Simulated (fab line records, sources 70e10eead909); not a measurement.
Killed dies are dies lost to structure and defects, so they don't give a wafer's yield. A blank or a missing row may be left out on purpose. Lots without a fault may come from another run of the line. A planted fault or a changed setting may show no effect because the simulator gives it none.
Chamber matching | flow nand_harc | NHARC_A_CHANNEL_FILL_D2_ALD_14 on ald_hk-02: 4 sister chambers
The step deposits SiO2, target thk 2.5 nm, pulse time 10 s, ald cycles 25. 4 wafers are shown with their chamber, then 7 later ones without.

WAFERS WITH THEIR CHAMBER
wafer  | chamber | heater_power_w (W)
L184.3 | 2       | 378
L184.5 | 0       | 597
L187.2 | 1       | 504
L187.3 | 3       | 441

WAFERS WITHOUT THEIR CHAMBER
wafer  | heater_power_w (W)
L187.5 | 508
L189.2 | 381
L189.4 | 573
L189.5 | 380
L195.3 | 487
L195.5 | 401
L195.6 | 506

WHICH CHAMBER EACH WENT THROUGH
wafer  | from the rows above     | in truth
L187.5 | 1                       | 1
L189.2 | 2                       | 2
L189.4 | 0                       | 0
L189.5 | 2                       | 2
L195.3 | 1                       | 1
L195.5 | can't be placed: 2 or 3 | 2
L195.6 | 1                       | 1
Placed correctly: 6 of 7. Can't be placed from these rows: 1 (the true chamber is among the candidates in 1). Placed wrongly: 0.
How it was worked out, from the rows above alone: a wafer's distance from a chamber is the root of the sum, over the readings, of the square of ((its reading less the chamber's mean) divided by the reading's scatter). The wafer belongs to the nearest chamber; if the next one is less than 2 further off, it can't be placed. A chamber's mean is the mean of its shown wafers. The scatter: with one shown wafer a chamber, the root of the mean of the squares of how far each hidden wafer lies from its nearest shown one.
